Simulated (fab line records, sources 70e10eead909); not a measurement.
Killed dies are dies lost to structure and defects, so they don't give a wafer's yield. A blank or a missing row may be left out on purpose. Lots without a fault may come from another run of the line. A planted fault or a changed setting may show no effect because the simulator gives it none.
Chamber matching | flow nand_harc | NHARC_P_GATE_ETCH_104 on rie_diel-06: 4 sister chambers
The step etches the open film in CF4/CHF3, target depth 60 nm. 4 wafers are shown with their chamber, then 7 later ones without.

WAFERS WITH THEIR CHAMBER
wafer  | chamber | rf_vpp_V (V)
L485.6 | 3       | 367.7
L486.2 | 0       | 372.3
L492.3 | 2       | 366.3
L492.4 | 1       | 373.6

WAFERS WITHOUT THEIR CHAMBER
wafer  | rf_vpp_V (V)
L492.6 | 367.8
L493.3 | 371.8
L493.5 | 366.9
L493.6 | 371.9
L498.2 | 371.8
L498.4 | 373.1
L498.5 | 371.4

WHICH CHAMBER EACH WENT THROUGH
wafer  | from the rows above     | in truth
L492.6 | 3                       | 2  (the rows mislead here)
L493.3 | 0                       | 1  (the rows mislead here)
L493.5 | can't be placed: 2 or 3 | 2
L493.6 | 0                       | 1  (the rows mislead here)
L498.2 | 0                       | 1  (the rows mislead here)
L498.4 | can't be placed: 1 or 0 | 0
L498.5 | 0                       | 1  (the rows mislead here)
Placed correctly: 0 of 7. Can't be placed from these rows: 2 (the true chamber is among the candidates in 2). Placed wrongly: 5.
How it was worked out, from the rows above alone: a wafer's distance from a chamber is the root of the sum, over the readings, of the square of ((its reading less the chamber's mean) divided by the reading's scatter). The wafer belongs to the nearest chamber; if the next one is less than 2 further off, it can't be placed. A chamber's mean is the mean of its shown wafers. The scatter: with one shown wafer a chamber, the root of the mean of the squares of how far each hidden wafer lies from its nearest shown one.
